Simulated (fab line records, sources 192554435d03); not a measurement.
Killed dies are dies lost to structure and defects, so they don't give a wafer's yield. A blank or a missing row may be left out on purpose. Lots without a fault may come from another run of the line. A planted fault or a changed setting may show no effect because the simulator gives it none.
fab line records | flow n5_finfet
record lots=5 wafers=15 last_day=17
route steps=1938 shown BEOL_M1@809 BEOL_M2@841
lots that met no fault: from a run of the same line without faults
start_h: hours from the record's first day to the start of the lot's first wafer shown | wait_h: hours since the lot's step before | " the same as in the row above | L1.1+2: a row that stands for several wafers | - no value, or no start given | * or withheld: withheld | < > ~ a bound
route shown NAME@n: a module of which the file shows steps, and the number in the route of the first | usual: mean/standard deviation of fault-free wafers | same: alike in all rows | chamber/n: place in a boat | sites: the reading at each site | _std_site: their standard deviation | _edge_site: outer sites' mean less inner sites' | radius_mm: how far each site lies from the wafer's centre | mask NAME#n: copy n | behind: the tool/chamber that last shaped the wafer | hold: why the lot was held/for how many hours/how that ended | device: the transistor (n, p or np) that didn't switch | end of line: the same wafers' tests at the end of the route | a step without rows: its recipe alone | killed: dies lost to structure and defects at the first sort, not the wafer's yield | map: a wafer's dies, x killed, . not, _ none there
set.NAME: the setting as run; set.NAME@STEP: as run at that earlier step | model.NAME: the simulator's own value behind a step, which no gauge read
lots at some steps of the route; a table a step, a row a wafer
services: from which hour (start_h, from the record's first day; less than 0 if before it) a tool's chamber was out of use, for how many hours, and why
## steps
# step N5_BEOL_M1_DEGAS_44
# recipe ambient=vacuum temp_c=250 time_s=60
# usual heater_power_w=331/24
# columns lot.wafer tool chamber start_h wait_h heater_power_w
L074.3 pvd_sputter-02 - 136.28 0.5 302
L074.5 " - " " 369
L074.6 " - " " 291
L078.3 pvd_sputter-01 - 162.06 0.6 348
L078.4 " - " " 305
L078.5 " - " " 352
L083.3 pvd_sputter-02 - 184.45 0.0 366
L083.5 " - " " 342
L083.6 " - " " 280
L091.3 pvd_sputter-01 - 231.51 0.0 309
L091.4 " - " " 347
L091.5 " - " " 345
L096.1 pvd_sputter-03 - 261.39 0.4 321
L096.2 " - " " 319
L096.3 " - " " 349
# step N5_BEOL_M1_PRE_CLEAN_45
# recipe gas=H2/He time_s=30 temp_c=250
# usual heater_power_w=331/23
# columns lot.wafer tool chamber start_h wait_h heater_power_w
L074.3 pvd_sputter-02 - 136.32 0.0 296
L074.5 " - " " 361
L074.6 " - " " 289
L078.3 pvd_sputter-01 - 162.10 0.0 348
L078.4 " - " " 296
L078.5 " - " " 365
L083.3 pvd_sputter-02 - 184.49 0.0 354
L083.5 " - " " 342
L083.6 " - " " 297
L091.3 pvd_sputter-01 - 231.55 0.0 312
L091.4 " - " " 349
L091.5 " - " " 348
L096.1 pvd_sputter-03 - 261.43 0.0 333
L096.2 " - " " 316
L096.3 " - " " 355
# step N5_BEOL_M1_ALD_84
# recipe material=TaN target_thk_a=* temp_c=275 ald_precursor_family=PDMAT ald_co_reactant=NH3 pressure_torr=3 carrier_flow_sccm=1500 pulse_time_s=2 purge_time_s=3 co_reactant_purge_time_s=2 co_reactant_pulse_time_s=3 ald_cycles=30 precursor_vessel_temp_c=75 precursor_vessel_pressure_torr=26.25 precursor_vessel_carrier_sccm=1000
# usual heater_power_w=417/21 precursor_vessel_pressure_torr=26.26/0.054
# same ald_cycles=30 purge_time_s=3
# columns lot.wafer tool chamber start_h wait_h heater_power_w precursor_vessel_pressure_torr
L074.3 ald_metal-03 0 136.38 0.0 419 26.29
L074.5 " 0 " " 403 26.26
L074.6 " 3 " " 450 26.30
L078.3 ald_metal-03 0 162.16 0.0 413 26.18
L078.4 " 3 " " 447 26.34
L078.5 " 3 " " 449 26.29
L083.3 ald_metal-01 3 184.55 0.0 407 26.24
L083.5 " 0 " " 387 26.20
L083.6 " 1 " " 407 26.36
L091.3 ald_metal-01 3 231.63 0.1 403 26.33
L091.4 " 0 " " 389 26.29
L091.5 " 0 " " 391 26.26
L096.1 ald_metal-03 3 261.50 0.1 459 26.15
L096.2 " 1 " " 416 26.21
L096.3 " 0 " " 406 26.23
# step N5_BEOL_M1_SURFACE_TREAT_85
# recipe gas=Ar time_s=* ion_energy_ev=* ion_current_ma_cm2=0.5 pressure_mtorr=* ar_flow_sccm=30
# usual throttle_valve_pct=*
# columns lot.wafer tool chamber start_h wait_h throttle_valve_pct
L074.3 pvd_sputter-03 - 136.61 0.1 *
L074.5 " - " " *
L074.6 " - " " *
L078.3 pvd_sputter-01 - 162.48 0.2 *
L078.4 " - " " *
L078.5 " - " " *
L083.3 pvd_sputter-01 - 184.78 0.1 *
L083.5 " - " " *
L083.6 " - " " *
L091.3 pvd_sputter-01 - 231.86 0.1 *
L091.4 " - " " *
L091.5 " - " " *
L096.1 pvd_sputter-03 - 261.87 0.3 *
L096.2 " - " " *
L096.3 " - " " *
# step N5_BEOL_M1_CVD_47
# recipe material=Co target_thk_a=30 temp_c=withheld precursor=CCTBA/H2 pressure_torr=30 time_s=223.8
# columns lot.wafer tool chamber start_h wait_h
L074.3+5+6 cvd_co-02 2,1,2 136.68 0.0
L078.3+4+5 cvd_co-01 0,2,1 162.54 0.0
L083.3+5+6 cvd_co-02 1,2,1 184.89 0.1
L091.3+4+5 cvd_co-02 2,1,0 231.92 0.0
L096.1+2+3 cvd_co-02 1,2,0 261.95 0.1
# step N5_BEOL_M1_SPUTTER_48
# recipe material=Cu target_thk_a=45 temp_c=-20 chamber_pressure_pa=0.07 power_w=withheld time_s=8.29
# usual chamber_pressure_pa=0.07/0.00014 throttle_valve_pct=30.0/0.95
# columns lot.wafer tool chamber start_h wait_h chamber_pressure_pa throttle_valve_pct
L074.3 pvd_sputter-02 - 136.86 0.1 0.07027 30.9
L074.5 " - " " 0.07011 29.4
L074.6 " - " " 0.07 29.9
L078.3 pvd_sputter-03 - 162.79 0.2 0.07002 29.0
L078.4 " - " " 0.06975 29.2
L078.5 " - " " 0.07009 31.8
L083.3 pvd_sputter-03 - 185.05 0.1 0.07011 30.3
L083.5 " - " " 0.06996 31.8
L083.6 " - " " 0.07 29.2
L091.3 pvd_sputter-02 - 232.17 0.2 0.07004 29.4
L091.4 " - " " 0.07007 29.2
L091.5 " - " " 0.06997 29.4
L096.1 pvd_sputter-02 - 262.25 0.2 0.06991 31.0
L096.2 " - " " 0.07005 29.3
L096.3 " - " " 0.06986 29.5
# step N5_BEOL_M1_ANNEAL_49
# recipe temp_c=400 time_s=240 ambient=vacuum
# usual heater_power_w=823/58
# columns lot.wafer tool chamber start_h wait_h heater_power_w
L074.3 pvd_sputter-02 - 136.94 0.0 918
L074.5 " - " " 853
L074.6 " - " " 718
L078.3 pvd_sputter-03 - 162.87 0.0 811
L078.4 " - " " 805
L078.5 " - " " 842
L083.3 pvd_sputter-03 - 185.13 0.0 880
L083.5 " - " " 854
L083.6 " - " " 821
L091.3 pvd_sputter-02 - 232.25 0.0 758
L091.4 " - " " 864
L091.5 " - " " 742
L096.1 pvd_sputter-02 - 262.33 0.0 890
L096.2 " - " " 741
L096.3 " - " " 824
# step N5_BEOL_M1_SPUTTER_79
# recipe material=Cu target_thk_a=45 temp_c=-20 chamber_pressure_pa=0.07 power_w=withheld time_s=8.29
# usual chamber_pressure_pa=0.06999/0.00014 throttle_valve_pct=30.0/0.92
# columns lot.wafer tool chamber start_h wait_h chamber_pressure_pa throttle_valve_pct
L074.3 pvd_sputter-02 - 137.08 0.1 0.06989 31.1
L074.5 " - " " 0.06982 29.4
L074.6 " - " " 0.07003 30.2
L078.3 pvd_sputter-03 - 163.01 0.1 0.0701 29.0
L078.4 " - " " 0.07 29.3
L078.5 " - " " 0.06994 31.6
L083.3 pvd_sputter-03 - 185.27 0.1 0.07 30.4
L083.5 " - " " 0.07002 31.8
L083.6 " - " " 0.06982 29.2
L091.3 pvd_sputter-02 - 232.39 0.1 0.06992 29.2
L091.4 " - " " 0.06972 29.2
L091.5 " - " " 0.06983 29.2
L096.1 pvd_sputter-02 - 262.47 0.1 0.06987 30.8
L096.2 " - " " 0.07004 29.5
L096.3 " - " " 0.06989 29.3
# step N5_BEOL_M1_ANNEAL_80
# recipe temp_c=400 time_s=240 ambient=vacuum
# usual heater_power_w=825/58
# columns lot.wafer tool chamber start_h wait_h heater_power_w
L074.3 pvd_sputter-02 - 137.16 0.0 886
L074.5 " - " " 864
L074.6 " - " " 721
L078.3 pvd_sputter-03 - 163.09 0.0 817
L078.4 " - " " 829
L078.5 " - " " 875
L083.3 pvd_sputter-03 - 185.35 0.0 881
L083.5 " - " " 852
L083.6 " - " " 807
L091.3 pvd_sputter-02 - 232.47 0.0 740
L091.4 " - " " 857
L091.5 " - " " 732
L096.1 pvd_sputter-02 - 262.55 0.0 911
L096.2 " - " " 742
L096.3 " - " " 851
# step N5_BEOL_M1_SPUTTER_81
# recipe material=Cu target_thk_a=45 temp_c=-20 chamber_pressure_pa=0.07 power_w=withheld time_s=8.29
# usual chamber_pressure_pa=0.07001/0.00015 throttle_valve_pct=30.1/0.94
# columns lot.wafer tool chamber start_h wait_h chamber_pressure_pa throttle_valve_pct
L074.3 pvd_sputter-02 - 137.30 0.1 0.06997 30.9
L074.5 " - " " 0.07007 29.3
L074.6 " - " " 0.06998 30.5
L078.3 pvd_sputter-03 - 163.23 0.1 0.07026 29.2
L078.4 " - " " 0.07015 29.1
L078.5 " - " " 0.06998 31.7
L083.3 pvd_sputter-03 - 185.49 0.1 0.07005 30.5
L083.5 " - " " 0.07015 31.8
L083.6 " - " " 0.07017 29.3
L091.3 pvd_sputter-02 - 232.61 0.1 0.0699 29.5
L091.4 " - " " 0.07 29.1
L091.5 " - " " 0.07002 29.6
L096.1 pvd_sputter-02 - 262.69 0.1 0.07004 31.0
L096.2 " - " " 0.0698 29.6
L096.3 " - " " 0.06998 29.6
# step N5_BEOL_M1_ANNEAL_82
# recipe temp_c=400 time_s=240 ambient=vacuum
# usual heater_power_w=825/59
# columns lot.wafer tool chamber start_h wait_h heater_power_w
L074.3 pvd_sputter-02 - 137.38 0.0 891
L074.5 " - " " 869
L074.6 " - " " 713
L078.3 pvd_sputter-03 - 163.31 0.0 807
L078.4 " - " " 795
L078.5 " - " " 866
L083.3 pvd_sputter-03 - 185.57 0.0 896
L083.5 " - " " 875
L083.6 " - " " 817
L091.3 pvd_sputter-02 - 232.69 0.0 745
L091.4 " - " " 877
L091.5 " - " " 752
L096.1 pvd_sputter-02 - 262.77 0.0 882
L096.2 " - " " 756
L096.3 " - " " 854
# step N5_BEOL_M1_SPUTTER_86
# recipe material=Cu target_thk_a=45 temp_c=-20 chamber_pressure_pa=0.07 power_w=withheld time_s=8.29
# usual chamber_pressure_pa=0.07/0.00013 throttle_valve_pct=30.0/0.95
# columns lot.wafer tool chamber start_h wait_h chamber_pressure_pa throttle_valve_pct
L074.3 pvd_sputter-02 - 137.52 0.1 0.07018 30.9
L074.5 " - " " 0.07016 29.6
L074.6 " - " " 0.0701 30.1
L078.3 pvd_sputter-03 - 163.45 0.1 0.07007 29.1
L078.4 " - " " 0.07006 29.2
L078.5 " - " " 0.06997 31.8
L083.3 pvd_sputter-03 - 185.71 0.1 0.07005 30.3
L083.5 " - " " 0.07003 31.9
L083.6 " - " " 0.06984 28.9
L091.3 pvd_sputter-02 - 232.83 0.1 0.06992 29.6
L091.4 " - " " 0.07 29.5
L091.5 " - " " 0.06995 29.4
L096.1 pvd_sputter-02 - 262.91 0.1 0.07001 31.1
L096.2 " - " " 0.06988 29.3
L096.3 " - " " 0.06991 29.3
# step N5_BEOL_M1_ANNEAL_87
# recipe temp_c=400 time_s=240 ambient=vacuum
# usual heater_power_w=825/58
# columns lot.wafer tool chamber start_h wait_h heater_power_w
L074.3 pvd_sputter-02 - 137.60 0.0 933
L074.5 " - " " 898
L074.6 " - " " 692
L078.3 pvd_sputter-03 - 163.53 0.0 819
L078.4 " - " " 842
L078.5 " - " " 858
L083.3 pvd_sputter-03 - 185.79 0.0 857
L083.5 " - " " 853
L083.6 " - " " 815
L091.3 pvd_sputter-02 - 232.91 0.0 760
L091.4 " - " " 862
L091.5 " - " " 756
L096.1 pvd_sputter-02 - 262.99 0.0 917
L096.2 " - " " 752
L096.3 " - " " 829
# step N5_BEOL_M1_SPUTTER_88
# recipe material=Cu target_thk_a=45 temp_c=-20 chamber_pressure_pa=0.07 power_w=withheld time_s=8.29
# usual chamber_pressure_pa=0.07/0.00014 throttle_valve_pct=30.0/0.93
# columns lot.wafer tool chamber start_h wait_h chamber_pressure_pa throttle_valve_pct
L074.3 pvd_sputter-02 - 137.74 0.1 0.06999 31.1
L074.5 " - " " 0.06997 29.2
L074.6 " - " " 0.07 30.0
L078.3 pvd_sputter-03 - 163.67 0.1 0.07021 29.1
L078.4 " - " " 0.06996 29.1
L078.5 " - " " 0.06958 31.5
L083.3 pvd_sputter-03 - 185.93 0.1 0.07025 30.3
L083.5 " - " " 0.06997 31.8
L083.6 " - " " 0.07035 29.0
L091.3 pvd_sputter-02 - 233.05 0.1 0.07005 29.2
L091.4 " - " " 0.06992 29.3
L091.5 " - " " 0.06998 29.4
L096.1 pvd_sputter-02 - 263.13 0.1 0.06993 31.2
L096.2 " - " " 0.06998 29.2
L096.3 " - " " 0.0699 29.4
# step N5_BEOL_M1_ANNEAL_89
# recipe temp_c=400 time_s=240 ambient=vacuum
# usual heater_power_w=825/57
# columns lot.wafer tool chamber start_h wait_h heater_power_w
L074.3 pvd_sputter-02 - 137.82 0.0 878
L074.5 " - " " 835
L074.6 " - " " 698
L078.3 pvd_sputter-03 - 163.75 0.0 818
L078.4 " - " " 818
L078.5 " - " " 864
L083.3 pvd_sputter-03 - 186.01 0.0 898
L083.5 " - " " 868
L083.6 " - " " 811
L091.3 pvd_sputter-02 - 233.13 0.0 768
L091.4 " - " " 841
L091.5 " - " " 758
L096.1 pvd_sputter-02 - 263.21 0.0 891
L096.2 " - " " 740
L096.3 " - " " 867
# step N5_BEOL_M1_SPUTTER_90
# recipe material=Cu target_thk_a=45 temp_c=-20 chamber_pressure_pa=0.07 power_w=withheld time_s=8.29
# usual chamber_pressure_pa=0.07001/0.00016 throttle_valve_pct=30.0/0.93
# columns lot.wafer tool chamber start_h wait_h chamber_pressure_pa throttle_valve_pct
L074.3 pvd_sputter-02 - 137.96 0.1 0.07016 30.8
L074.5 " - " " 0.06992 29.5
L074.6 " - " " 0.07016 30.1
L078.3 pvd_sputter-03 - 163.89 0.1 0.07013 29.0
L078.4 " - " " 0.06986 29.4
L078.5 " - " " 0.06984 31.6
L083.3 pvd_sputter-03 - 186.15 0.1 0.07013 30.4
L083.5 " - " " 0.06988 31.9
L083.6 " - " " 0.07019 28.9
L091.3 pvd_sputter-02 - 233.27 0.1 0.06981 29.5
L091.4 " - " " 0.07004 29.5
L091.5 " - " " 0.06963 29.3
L096.1 pvd_sputter-02 - 263.35 0.1 0.07011 31.1
L096.2 " - " " 0.07003 29.2
L096.3 " - " " 0.06987 29.6
# step N5_BEOL_M1_ANNEAL_91
# recipe temp_c=400 time_s=240 ambient=vacuum
# usual heater_power_w=822/58
# columns lot.wafer tool chamber start_h wait_h heater_power_w
L074.3 pvd_sputter-02 - 138.04 0.0 884
L074.5 " - " " 862
L074.6 " - " " 728
L078.3 pvd_sputter-03 - 163.97 0.0 817
L078.4 " - " " 815
L078.5 " - " " 852
L083.3 pvd_sputter-03 - 186.23 0.0 856
L083.5 " - " " 867
L083.6 " - " " 820
L091.3 pvd_sputter-02 - 233.35 0.0 757
L091.4 " - " " 856
L091.5 " - " " 750
L096.1 pvd_sputter-02 - 263.43 0.0 887
L096.2 " - " " 756
L096.3 " - " " 844
# step N5_BEOL_M1_SPUTTER_92
# recipe material=Cu target_thk_a=45 temp_c=-20 chamber_pressure_pa=0.07 power_w=withheld time_s=8.29
# usual chamber_pressure_pa=0.07002/0.00013 throttle_valve_pct=30.0/0.91
# columns lot.wafer tool chamber start_h wait_h chamber_pressure_pa throttle_valve_pct
L074.3 pvd_sputter-02 - 138.18 0.1 0.06999 30.9
L074.5 " - " " 0.06988 29.5
L074.6 " - " " 0.07007 30.0
L078.3 pvd_sputter-03 - 164.11 0.1 0.06986 29.2
L078.4 " - " " 0.07014 29.5
L078.5 " - " " 0.06981 31.7
L083.3 pvd_sputter-03 - 186.37 0.1 0.06994 30.3
L083.5 " - " " 0.0702 31.6
L083.6 " - " " 0.07017 29.0
L091.3 pvd_sputter-02 - 233.49 0.1 0.07023 29.3
L091.4 " - " " 0.06999 29.3
L091.5 " - " " 0.07015 29.4
L096.1 pvd_sputter-02 - 263.57 0.1 0.07023 31.3
L096.2 " - " " 0.06985 29.5
L096.3 " - " " 0.06998 29.3
# step N5_BEOL_M1_ANNEAL_93
# recipe temp_c=400 time_s=240 ambient=vacuum
# usual heater_power_w=824/56
# columns lot.wafer tool chamber start_h wait_h heater_power_w
L074.3 pvd_sputter-02 - 138.26 0.0 892
L074.5 " - " " 833
L074.6 " - " " 729
L078.3 pvd_sputter-03 - 164.19 0.0 827
L078.4 " - " " 824
L078.5 " - " " 843
L083.3 pvd_sputter-03 - 186.45 0.0 888
L083.5 " - " " 857
L083.6 " - " " 817
L091.3 pvd_sputter-02 - 233.57 0.0 732
L091.4 " - " " 854
L091.5 " - " " 734
L096.1 pvd_sputter-02 - 263.65 0.0 907
L096.2 " - " " 774
L096.3 " - " " 859
# step N5_BEOL_M1_SPUTTER_94
# recipe material=Cu target_thk_a=45 temp_c=-20 chamber_pressure_pa=0.07 power_w=withheld time_s=8.29
# usual chamber_pressure_pa=0.07002/0.00013 throttle_valve_pct=30.1/0.94
# columns lot.wafer tool chamber start_h wait_h chamber_pressure_pa throttle_valve_pct
L074.3 pvd_sputter-02 - 138.40 0.1 0.07012 31.3
L074.5 " - " " 0.07005 29.3
L074.6 " - " " 0.07005 30.3
L078.3 pvd_sputter-03 - 164.33 0.1 0.07001 29.1
L078.4 " - " " 0.07016 29.2
L078.5 " - " " 0.07003 31.8
L083.3 pvd_sputter-03 - 186.59 0.1 0.06999 30.3
L083.5 " - " " 0.07006 31.7
L083.6 " - " " 0.07026 29.1
L091.3 pvd_sputter-02 - 233.71 0.1 0.07017 29.5
L091.4 " - " " 0.07008 29.4
L091.5 " - " " 0.07002 29.3
L096.1 pvd_sputter-02 - 263.79 0.1 0.06992 30.8
L096.2 " - " " 0.06989 29.5
L096.3 " - " " 0.07002 29.6
# step N5_BEOL_M1_ANNEAL_95
# recipe temp_c=400 time_s=240 ambient=vacuum
# usual heater_power_w=826/58
# columns lot.wafer tool chamber start_h wait_h heater_power_w
L074.3 pvd_sputter-02 - 138.48 0.0 895
L074.5 " - " " 830
L074.6 " - " " 734
L078.3 pvd_sputter-03 - 164.41 0.0 820
L078.4 " - " " 815
L078.5 " - " " 859
L083.3 pvd_sputter-03 - 186.67 0.0 891
L083.5 " - " " 848
L083.6 " - " " 818
L091.3 pvd_sputter-02 - 233.79 0.0 763
L091.4 " - " " 861
L091.5 " - " " 754
L096.1 pvd_sputter-02 - 263.87 0.0 891
L096.2 " - " " 759
L096.3 " - " " 855
# step N5_BEOL_M1_SPUTTER_96
# recipe material=Cu target_thk_a=45 temp_c=-20 chamber_pressure_pa=0.07 power_w=withheld time_s=8.29
# usual chamber_pressure_pa=0.07/0.00015 throttle_valve_pct=30.0/0.95
# columns lot.wafer tool chamber start_h wait_h chamber_pressure_pa throttle_valve_pct
L074.3 pvd_sputter-02 - 138.62 0.1 0.07004 31.0
L074.5 " - " " 0.06996 29.1
L074.6 " - " " 0.07 30.1
L078.3 pvd_sputter-03 - 164.55 0.1 0.06986 29.0
L078.4 " - " " 0.06997 29.1
L078.5 " - " " 0.07004 31.4
L083.3 pvd_sputter-03 - 186.81 0.1 0.0702 30.2
L083.5 " - " " 0.07002 31.8
L083.6 " - " " 0.06967 29.3
L091.3 pvd_sputter-02 - 233.93 0.1 0.07 29.4
L091.4 " - " " 0.07001 29.5
L091.5 " - " " 0.06974 29.6
L096.1 pvd_sputter-02 - 264.01 0.1 0.06987 31.0
L096.2 " - " " 0.07008 29.3
L096.3 " - " " 0.07013 29.3
# step N5_BEOL_M1_ECD_50
# recipe material=Cu target_thk_a=3000
# columns lot.wafer tool chamber start_h wait_h
L074.3+5+6 ecd_cu-02 1,1,0 138.75 0.1
L078.3+4+5 ecd_cu-01 1,0,0 164.69 0.1
L083.3+5+6 ecd_cu-01 1,0,1 186.94 0.1
L091.3+4+5 ecd_cu-02 0,1,1 234.07 0.1
L096.1+2+3 ecd_cu-02 1,0,1 264.13 0.1
# step N5_BEOL_M1_ANNEAL_51
# recipe temp_c=225 time_s=90 ambient=N2
# usual wafer_temp_C_max=226.1/0.51
# columns lot.wafer tool chamber start_h wait_h wafer_temp_C_max
L074.3 rtp_anneal-02 0 139.00 0.2 226.1
L074.5 " 0 " " 226.5
L074.6 " 0 " " 226.7
L078.3 rtp_anneal-01 0 164.84 0.1 225.5
L078.4 " 0 " " 225.4
L078.5 " 0 " " 225.6
L083.3 rtp_anneal-02 0 187.09 0.1 226.5
L083.5 " 0 " " 226.2
L083.6 " 0 " " 226.5
L091.3 rtp_anneal-02 0 234.22 0.1 226.5
L091.4 " 0 " " 226.2
L091.5 " 0 " " 226.4
L096.1 rtp_anneal-02 0 264.27 0.1 226.7
L096.2 " 0 " " 226.6
L096.3 " 0 " " 226.2
# step N5_BEOL_M1_CMP_52
# recipe stop_on=SiOC t_overpolish_s=6.8 down_force_psi=1 platen_rpm=50 clearing_platen_down_force_psi=1.5 clearing_platen_rpm=50 post_cmp_clean=cu_alkaline target_thk_nm=40 clearing_platen_pad_velocity_m_s=0.99484 pad_velocity_m_s=0.99484
# usual barrier_field_endpoint_s=24.7/0.89 motor_current_A=6.1/0.82 overpolish_run_s=6.800/0.0093 slurry_flow_ml_min=150.0/0.4 time_to_endpoint_s=62/4.9
# columns lot.wafer tool chamber start_h wait_h barrier_field_endpoint_s motor_current_A overpolish_run_s slurry_flow_ml_min time_to_endpoint_s
L074.3 cmp-01 3 139.21 0.2 25.6 6.4 6.800 149.9 66
L074.5 " 3 " " 26.0 6.5 6.809 150.1 68
L074.6 " 0 " " 24.0 6.3 6.798 150.1 55
L078.3 cmp-03 1 165.05 0.2 25.6 5.3 6.807 150.6 70
L078.4 " 0 " " 24.8 8.0 6.788 150.3 64
L078.5 " 1 " " 25.5 5.6 6.800 149.9 70
L083.3 cmp-03 0 187.38 0.2 23.3 7.9 6.801 149.7 60
L083.6 " 2 " " 24.5 5.8 6.806 150.0 62
L083.5 " 3 " " 23.6 5.7 6.799 150.6 53
L091.4 cmp-03 3 234.47 0.2 24.6 5.9 6.797 149.5 60
L091.3 " 1 " " 26.9 5.1 6.818 149.4 71
L091.5 " 2 " " 25.3 5.8 6.799 150.1 61
L096.1 cmp-03 3 264.84 0.5 24.2 5.6 6.799 149.8 61
L096.3 " 0 " " 24.3 7.9 6.798 150.5 61
L096.2 " 2 " " 24.1 5.8 6.802 150.1 63
# step N5_BEOL_M1_THK_MEAS_53
# recipe thk_meas_gauge=xrf reads=Cu_of_BEOL_M1_ECD_50
# usual M1_THK=40.9/2.1
# columns lot.wafer tool chamber start_h wait_h M1_THK[nm]
L074.3 film_metro-02 - 139.51 - 40.3
L074.5 " - " " 43.1
L074.6 " - " " 39.3
L078.3 film_metro-02 - 165.34 - 43.6
L078.4 " - " " 41.1
L078.5 " - " " 45.3
L083.3 film_metro-01 - 187.60 - 40.6
L083.5 " - " " 42.0
L083.6 " - " " 41.0
L091.3 film_metro-01 - 234.72 - 42.9
L091.4 " - " " 40.2
L091.5 " - " " 41.9
L096.1 film_metro-01 - 265.13 - 38.2
L096.2 " - " " 37.5
L096.3 " - " " 39.0
# step N5_BEOL_M1_PRE_CLEAN_60
# recipe gas=NH3/H2 time_s=15 temp_c=* rf_power_w=300
# usual heater_power_w=90/6.2
# columns lot.wafer tool chamber start_h wait_h heater_power_w
L074.3 cvd_co-02 2 139.54 0.0 82
L074.5 " 1 " " 81
L074.6 " 2 " " 82
L078.3 cvd_co-01 0 165.38 0.0 100
L078.4 " 2 " " 90
L078.5 " 0 " " 100
L083.3 cvd_co-02 1 187.63 0.0 81
L083.5 " 0 " " 95
L083.6 " 2 " " 84
L091.3 cvd_co-01 0 234.76 0.0 100
L091.4 " 0 " " 99
L091.5 " 2 " " 93
L096.1 cvd_co-02 2 265.17 0.0 83
L096.2 " 1 " " 81
L096.3 " 0 " " 96
# step N5_BEOL_M1_CO_CAP_55
# recipe material=Co target_thk_a=20 temp_c=200 precursor=CCTBA/H2 pressure_torr=30 time_s=102.1
# usual heater_power_w=242/8.1
# columns lot.wafer tool chamber start_h wait_h heater_power_w
L074.3 cvd_co-02 2 139.58 0.0 234
L074.5 " 1 " " 230
L074.6 " 2 " " 235
L078.3 cvd_co-01 0 165.42 0.0 250
L078.4 " 2 " " 244
L078.5 " 0 " " 252
L083.3 cvd_co-02 1 187.67 0.0 240
L083.5 " 0 " " 248
L083.6 " 2 " " 227
L091.3 cvd_co-01 0 234.80 0.0 258
L091.4 " 0 " " 251
L091.5 " 2 " " 240
L096.1 cvd_co-02 2 265.21 0.0 234
L096.2 " 1 " " 240
L096.3 " 0 " " 243
# step N5_BEOL_M1_PRE_CLEAN_56
# recipe gas=NH3 time_s=15 temp_c=withheld rf_power_w=300
# columns lot.wafer tool chamber start_h wait_h
L074.3+5+6 pecvd-02 1,1,2 139.67 0.1
L078.3+4+5 pecvd-04 0,0,1 165.51 0.1
L083.3+5+6 pecvd-02 0,1,0 187.77 0.1
L091.3+4+5 pecvd-02 0,2,1 234.89 0.1
L096.1+2+3 pecvd-04 2,1,2 265.30 0.1
# step N5_BEOL_M1_DEP_57
# recipe material=SiCN target_thk_a=80 temp_c=withheld precursor=3MS/NH3 pressure_torr=3 rf_w=202 time_s=14
# usual showerhead_plenum_p_Torr=3.663/0.011 throttle_valve_pct=9.1/0.49
# columns lot.wafer tool chamber start_h wait_h showerhead_plenum_p_Torr throttle_valve_pct
L074.3 pecvd-02 1 139.70 0.0 3.665 9.4
L074.5 " 1 " " 3.662 9.7
L074.6 " 2 " " 3.642 8.7
L078.3 pecvd-04 0 165.54 0.0 3.654 9.4
L078.4 " 0 " " 3.671 9.5
L078.5 " 1 " " 3.666 9.2
L083.3 pecvd-02 0 187.79 0.0 3.673 9.8
L083.5 " 1 " " 3.666 9.7
L083.6 " 0 " " 3.668 9.6
L091.3 pecvd-02 0 234.92 0.0 3.665 9.5
L091.4 " 2 " " 3.651 9.1
L091.5 " 1 " " 3.663 9.5
L096.1 pecvd-04 2 265.34 0.0 3.693 8.6
L096.2 " 1 " " 3.667 9.5
L096.3 " 2 " " 3.692 8.6
# step N5_BEOL_M1_RS_MEAS_58
# recipe thk_meas_gauge=four-point-probe reads=Co_of_BEOL_M1_CO_CAP_55+Cu_of_BEOL_M1_ECD_50+Co_of_BEOL_M1_CVD_47+TaN_of_BEOL_M1_ALD_84
# usual M1_RS=0.67/0.044
# columns lot.wafer tool chamber start_h wait_h M1_RS[ohm/sq]
L074.3 film_metro-02 - 139.77 0.1 0.68
L074.5 " - " " 0.62
L074.6 " - " " 0.71
L078.3 film_metro-01 - 165.60 0.1 0.61
L078.4 " - " " 0.66
L078.5 " - " " 0.59
L083.3 film_metro-01 - 187.86 0.1 0.68
L083.5 " - " " 0.65
L083.6 " - " " 0.67
L091.3 film_metro-02 - 234.98 0.1 0.63
L091.4 " - " " 0.69
L091.5 " - " " 0.65
L096.1 film_metro-02 - 265.42 0.1 0.73
L096.2 " - " " 0.75
L096.3 " - " " 0.71
# step N5_BEOL_M1_INSPECT_59
# recipe inspect_instrument=darkfield mode=post_dep
# usual raw_defect_count=76/22
# columns lot.wafer tool chamber start_h wait_h raw_defect_count
L074.3 defect_inspect-02 - 139.79 0.0 53
L074.5 " - " " 47
L074.6 " - " " 73
L078.3 defect_inspect-02 - 165.63 0.0 42
L078.4 " - " " 60
L078.5 " - " " 47
L083.3 defect_inspect-02 - 187.88 0.0 77
L083.5 " - " " 73
L083.6 " - " " 57
L091.3 defect_inspect-01 - 235.01 0.0 54
L091.4 " - " " 58
L091.5 " - " " 41
L096.1 defect_inspect-02 - 265.45 0.0 77
L096.2 " - " " 105
L096.3 " - " " 71
# step N5_BEOL_M2_ILD_DEP_00
# recipe material=SiOC target_thk_a=790 temp_c=350 precursor=DEMS/O2 pressure_torr=5 rf_w=500 time_s=15.3
# usual heater_power_w=508/58 showerhead_plenum_p_Torr=5.700/0.016 throttle_valve_pct=12.3/0.58
# columns lot.wafer tool chamber start_h wait_h heater_power_w showerhead_plenum_p_Torr throttle_valve_pct
L074.3 pecvd-01 1 139.83 0.0 424 5.713 13.0
L074.5 " 1 " " 437 5.720 13.1
L074.6 " 2 " " 534 5.709 11.4
L078.3 pecvd-01 0 165.67 0.0 503 5.716 12.7
L078.4 " 1 " " 487 5.697 13.1
L078.5 " 2 " " 469 5.707 11.3
L083.3 pecvd-04 1 187.92 0.0 463 5.699 12.1
L083.5 " 0 " " 466 5.696 12.3
L083.6 " 1 " " 481 5.710 12.0
L091.3 pecvd-04 0 235.04 0.0 444 5.686 12.7
L091.4 " 2 " " 517 5.728 11.3
L091.5 " 0 " " 449 5.679 12.9
L096.1 pecvd-02 0 265.49 0.0 696 5.691 12.7
L096.2 " 2 " " 504 5.678 11.9
L096.3 " 1 " " 449 5.677 12.8
## services
# columns tool chamber start_h hours kind
ecd_cu-01 - 120.74 3.0 repair
cmp-03 - 139.32 4.0 pm
rtp_anneal-02 - 141.32 4.7 pm
ecd_cu-01 - 163.33 1.1 repair
ald_metal-03 - 165.29 2.8 pm
pvd_sputter-02 - 166.21 1.9 repair
cvd_co-02 - 167.00 2.8 pm
cmp-01 - 170.88 0.9 repair
cmp-01 - 175.34 1.2 repair
cmp-01 - 181.64 5.3 repair
cvd_co-01 - 181.82 6.9 pm
pvd_sputter-03 - 186.93 2.6 repair
cvd_co-02 - 188.95 6.0 pm
ald_metal-03 - 189.49 0.4 repair
cmp-01 - 189.61 2.0 repair
cmp-03 - 192.54 2.2 repair
pecvd-02 - 199.08 14.6 pm
cvd_co-01 - 201.31 1.5 repair
cmp-03 - 202.26 2.2 repair
cvd_co-02 2 203.30 12.0 repair
cmp-03 - 220.39 0.8 repair
pecvd-01 1 246.46 25.7 repair
cmp-01 - 248.37 4.8 pm
cvd_co-01 - 257.08 2.8 pm
## key
fault none
